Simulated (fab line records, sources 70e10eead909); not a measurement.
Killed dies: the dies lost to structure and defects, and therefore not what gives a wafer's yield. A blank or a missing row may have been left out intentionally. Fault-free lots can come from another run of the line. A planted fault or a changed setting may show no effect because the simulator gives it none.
Chamber matching ; flow nandHarc ; rieDiel-13 running NHARC_P_GATE_DESCUM_48: 4 sister chambers
The step chemistry O2, time 3 s. 22 wafers are shown with their chamber, then 11 later ones without.

WAFERS WITH THEIR CHAMBER
wafer;chamber;showerheadPlenumPTorr (Torr);drypumpMotorCurrentA (A);oesProductAu (a.u.)
L075.1;2;1.98;6.1;1.014
L075.2;1;1.91;6.1;0.976
L075.6;0;1.93;5.6;1.017
L079.4;2;1.98;6.1;1.010
L079.5;2;1.98;6.1;1.019
L079.6;3;1.88;5.1;1.020
L081.1;1;1.91;6.1;0.994
L081.3;3;1.88;5.1;1.008
L081.6;1;1.91;6.1;0.999
L084.1;0;1.93;5.6;1.001
L084.2;3;1.88;5.1;1.011
L084.3;1;1.91;6.1;0.993
L083.1;2;1.98;6.2;1.017
L083.2;0;1.93;5.6;1.006
L083.3;1;1.91;6.1;0.993
L087.1;1;1.91;6.1;0.985
L087.2;3;1.88;5.0;1.006
L087.6;0;1.93;5.6;1.002
L088.1;2;1.97;6.1;1.017
L088.5;3;1.88;5.0;1.001
L088.6;2;1.97;6.1;1.012
L089.1;3;1.88;5.0;1.000

SIGNATURES, as means of the wafers listed above
reading;chamber 0;chamber 1;chamber 2;chamber 3;scatter within a chamber
showerheadPlenumPTorr;1.9300;1.9100;1.9767;1.8800;0.00272
drypumpMotorCurrentA;5.600;6.100;6.117;5.050;0.036
oesProductAu;1.00650;0.99000;1.01483;1.00767;0.00677
Rule: a wafer lies at a distance from a chamber equal to the root of the sum of squares, over the readings, of (its reading less the chamber's mean, divided by the reading's scatter). If the next closest chamber is less than 2 further off than the closest, the wafer can't be placed; otherwise it belongs to the closest. The scatter: take each reading less its chamber's mean, square it, sum over the shown wafers, divide by the number of wafers less the number of chambers, and take the root.

WAFERS WHOSE CHAMBER IS MISSING
wafer;showerheadPlenumPTorr (Torr);drypumpMotorCurrentA (A);oesProductAu (a.u.)
L089.4;1.97;6.2;1.011
L089.5;1.97;6.2;1.013
L092.1;1.88;5.1;0.993
L092.3;1.97;6.1;1.007
L092.5;1.93;5.6;1.007
L093.2;1.90;6.1;0.975
L093.3;1.97;6.1;1.005
L093.6;1.90;6.1;0.974
L094.2;1.97;6.1;1.014
L094.4;1.88;5.1;1.005
L094.5;1.90;6.1;0.987

EACH ONE'S CHAMBER
wafer;from the rows above;in truth
L089.4;2;2
L089.5;2;2
L092.1;3;3
L092.3;2;2
L092.5;0;0
L093.2;1;1
L093.3;2;2
L093.6;1;1
L094.2;2;2
L094.4;3;3
L094.5;1;1
11 of 11 placed correctly. Not placeable from these rows: 0. Number placed wrongly: 0.
